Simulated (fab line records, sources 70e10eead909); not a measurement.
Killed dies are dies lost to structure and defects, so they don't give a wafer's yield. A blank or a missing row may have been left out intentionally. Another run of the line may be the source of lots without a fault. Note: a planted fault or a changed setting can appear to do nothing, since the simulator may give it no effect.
Matching of chambers :: flow nand-harc :: NHARC_A_SLIT_DEP_23 on pecvd-02: 3 sister chambers
The step deposits SiON, target thk 100 nm. 3 wafers are shown with their chamber, then 9 later ones without.

== WAFERS, EACH WITH ITS CHAMBER ==
wafer: L074.5
chamber: 1
heater-power-w (W): 739

wafer: L083.1
chamber: 0
heater-power-w (W): 903

wafer: L083.6
chamber: 2
heater-power-w (W): 820

== WAFERS WITH NO CHAMBER GIVEN ==
wafer: L086.1
heater-power-w (W): 889

wafer: L086.2
heater-power-w (W): 929

wafer: L086.6
heater-power-w (W): 751

wafer: L088.3
heater-power-w (W): 850

wafer: L088.4
heater-power-w (W): 789

wafer: L088.5
heater-power-w (W): 705

wafer: L094.1
heater-power-w (W): 835

wafer: L094.2
heater-power-w (W): 907

wafer: L094.6
heater-power-w (W): 759

== THE CHAMBER EACH PASSED THROUGH ==
wafer: L086.1
from the rows above: 0
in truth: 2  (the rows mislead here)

wafer: L086.2
from the rows above: 0
in truth: 0

wafer: L086.6
from the rows above: 1
in truth: 1

wafer: L088.3
from the rows above: can't be placed: 2 or 0
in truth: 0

wafer: L088.4
from the rows above: can't be placed: 2 or 1
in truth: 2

wafer: L088.5
from the rows above: 1
in truth: 1

wafer: L094.1
from the rows above: 2
in truth: 2

wafer: L094.2
from the rows above: 0
in truth: 0

wafer: L094.6
from the rows above: can't be placed: 1 or 2
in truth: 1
5 of 9 placed correctly. These rows do not allow placing 3 (true chamber among the candidates in 3). Wrongly placed: 1.
How it was worked out, from the rows above alone: a wafer's distance from a chamber is the root of the sum, over the readings, of the square of ((its reading less the chamber's mean) divided by the reading's scatter). The wafer belongs to the nearest chamber; if the next one is less than 2 further off, it can't be placed. For every chamber, the mean is computed from those of its wafers that are shown. The scatter: with one shown wafer a chamber, the root of the mean of the squares of how far each hidden wafer lies from its nearest shown one.
